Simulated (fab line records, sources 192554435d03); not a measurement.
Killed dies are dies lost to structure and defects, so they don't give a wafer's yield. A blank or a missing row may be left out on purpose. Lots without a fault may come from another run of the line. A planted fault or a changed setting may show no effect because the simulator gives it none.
A struck lot beside a sound one | flow n5_finfet | 34 steps out of a route of 1938
Sound: wafers L861.1, L861.4, L861.5. Struck: wafers L856.1, L856.5, L856.6. The cause comes at the end.
At each step with rows: each side's tool, then ch and its chambers, then its first start. Under that, the readings that differ: sound wafers | struck wafers | difference of the means | sigmas: that difference in standard deviations of wafers without a fault.
alike: readings whose means differ by less than 2 such deviations, and words and numbers that are the same on both sides. not compared: withheld readings, readings that some wafer has no value for, bounds like >300 that may hide the same value, and numbers for which the record gives no deviation and whose values overlap.
The two part at a step that has a row with sigmas, a row that says differs or no value, or rows on one side only. Numbers that don't overlap but have no deviation are shown without sigmas and don't part them. A reading that every wafer of one side lacks parts them only if that side has two wafers or more.

first, 11 steps without rows for these wafers: N5_BEOL_M13_TRENCH_ETCH_34 (etches SiOC in C4F8/O2/Ar, target depth 413.47 nm, time 162.6 s); N5_BEOL_M13_STRIP_70 (strips in C4F8/O2/Ar); N5_BEOL_M13_STRIP_37 (strips in N2/H2); N5_BEOL_M13_ETCH_38 (etches SiCN in CF4/N2, target depth 67.5 nm, time 71.9 s); N5_BEOL_M13_PRECLEAN_39 (cleans in residue remover, time 60 s); N5_BEOL_M13_SRD_40 (time 30 s, dry time 30 s); N5_BEOL_M13_DEGAS_41 (time 60 s); N5_BEOL_M13_PRE_CLEAN_42 (time 30 s); N5_BEOL_M13_SPUTTER_43 (material TaN, target thk 15 nm, time 24.19 s); N5_BEOL_M13_SPUTTER_44 (material Ta, target thk 10 nm, time 16.13 s); N5_BEOL_M13_SPUTTER_45 (material Cu, target thk 80 nm, time 13.33 s).
N5_BEOL_M13_ECD_47: material Cu, target thk 936 nm.
  sound on ecd_cu-01 ch 0,1, day 16 09:45; struck on ecd_cu-02 ch 0,1, day 15 12:41
then, 21 steps without rows for these wafers: N5_BEOL_M13_ANNEAL_48 (time 90 s); N5_BEOL_M13_CMP_49 (polishes, stops on SiOC, t overpolish 17.1 s, target thk 420 nm); N5_BEOL_M13_PRE_CLEAN_52 (time 15 s); N5_BEOL_M13_DEP_53 (deposits SiCN from 3MS/NH3, target thk 50 nm, time 17.8 s); N5_BEOL_M14_ILD_DEP_00 (deposits SiO2 from TEOS/O2, target thk 1119.3 nm, time 237.4 s); N5_BEOL_M14_COAT_58 (time 60 s, resist thk 89 nm); N5_BEOL_M14_COAT_04 (resist thk 800 nm); N5_BEOL_M14_EBR_06; N5_BEOL_M14_SOFTBAKE_05 (time 60 s); N5_BEOL_M14_EXPOSE_07 (exposes mask V13); N5_BEOL_M14_PEB_08 (peb time 90 s); N5_BEOL_M14_DEVELOP_09 (develop time 45 s); N5_BEOL_M14_HARDBAKE_14 (time 120 s); N5_BEOL_M14_DESCUM_15 (chemistry O2, time 7.9 s); N5_BEOL_M14_ETCH_59 (etches BARC in N2/H2, target depth 89 nm, overetch 26.7 nm, time 67.9 s); N5_BEOL_M14_VIA_ETCH_16 (etches SiO2 in C4F8/O2/Ar, target depth 1231.3 nm); N5_BEOL_M14_STRIP_63 (strips in O2); N5_BEOL_M14_STRIP_64 (strips in O2); N5_BEOL_M14_STRIP_71 (strips in post etch residue remover, time 60 s); N5_BEOL_M14_SRD_72 (time 30 s, dry time 30 s); N5_BEOL_M14_COAT_65 (time 60 s, resist thk 450 nm).
N5_PASSIVATION_PROBE_49:
  the record has rows for the struck wafers here (prober-01, day 16 19:49) and none for the sound ones

WHERE THEY PART
Only at N5_PASSIVATION_PROBE_49, within this record.

WHY: what the simulator had put in
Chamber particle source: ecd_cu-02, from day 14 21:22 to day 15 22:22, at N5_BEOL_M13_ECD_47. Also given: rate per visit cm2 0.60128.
